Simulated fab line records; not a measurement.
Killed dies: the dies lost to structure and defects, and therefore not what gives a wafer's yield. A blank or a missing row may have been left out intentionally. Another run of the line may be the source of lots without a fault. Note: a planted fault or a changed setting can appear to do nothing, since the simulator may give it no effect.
Problem report, 8D (eight disciplines) form, completed by code    flow nand harc    the parts of the form that need people (team, actions taken, sign-off) are left out

== 1. THE PROBLEM ==
thk nm at NHARC_A_ONON_D1_THK_MEAS_21 reads a mean of 1580 nm on 6 wafers of 2 lots; wafers without a fault read 1005 nm with a standard deviation of 9. Measured from the usual mean, that is +64 standard deviations.
The step: measures by ellipsometry.
The first sign was on wafer L647.3 at day 17 02:34, on film metro-01. The record holds 39 wafers of 13 lots with a number at this step. Rule for "out", or "out of limits": more than 4 standard deviations from the usual mean. The other wafers with a number count as sound.

== 2. WHAT IT IS; WHAT IT IS NOT ==
question                     is                      is not
which readings at this step  thk nm                  -
which lots                   L647, L648              L626, L627, L628, L630, L631, L632, L635, L638, L639, L644, L649
which wafers of those lots   all that have a number  -
read on which gauges         film metro-01           film metro-02
when                         from day 17 02:34       up to then (30 sound wafers); but 3 sound wafers of L649 came after

== 3. THE SUSPECTS, EACH WITH WHAT RULES IT OUT ==
Counting: any tool at a process step up to the reading is kept as a suspect provided that every lot that is out went through it and no sound lot did after the first of them.
- the gauge at NHARC_A_ONON_D1_THK_MEAS_21 has been ruled out. All the wafers that are out were read on film metro-01, but those of them that NHARC_END_SORT_01 has rows for are out there too, on other tools.
- rie si-06 at NHARC_A_ZERO_WELL_ETCH_13 (etches the open film in HBr/Cl2, target depth 120 nm, time 40.1 s): ruled out as a lasting fault. After its first lot that is out, L647 (day 15 14:59), sound lots L649 ran on it.
- pecvd onon-01 at NHARC_A_ONON_D1_DEP_19 (target thk 1000 nm): kept. Every lot that is out went through it, starting with L647 (day 17 02:11), and after that it ran no sound lot; the last sound lot it ran before then is L644 (day 15 17:28).
The count leaves pecvd onon-01 at NHARC_A_ONON_D1_DEP_19.

== 4. THE CAUSE (what the simulator had put in) ==
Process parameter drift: pecvd onon-01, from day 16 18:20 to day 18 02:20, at NHARC_A_ONON_D1_DEP_19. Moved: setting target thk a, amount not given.
This tool alone remained once counting was done.

== 5. SEQUENCE OF EFFECTS, ordered by route ==
Rows list readings where the struck wafers' mean (over those with a number) sits beyond 3 standard deviations from the usual. Readings are gone through only where the record gives a usual standard deviation; hours: the median, over the lots, of the time from a lot's start at the first step in this table giving one to that lot's start at this step; sigmas: the change measured in usual standard deviations.
hours  step                         reading          usual    on struck wafers  change  sigmas
0      NHARC_A_ONON_D1_THK_MEAS_21  thk nm           1005 nm  1580              +574    +64
383    NHARC_END_SORT_01            killed at array  56       666               +610    +36
383    NHARC_END_SORT_01            killed dies      61       677               +616    +38

== 6. HOW IT WOULD HAVE BEEN CAUGHT EARLIER ==
8 hours passed between the start of the fault at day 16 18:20 and the first reading out of limits at a measuring or inspecting step in this record, taken at day 17 02:34.
L648, from the lots that are out (2), started NHARC_A_ONON_D1_DEP_19 on pecvd onon-01 later than day 17 02:34. A tool hold placed at that time would have kept it from harm.
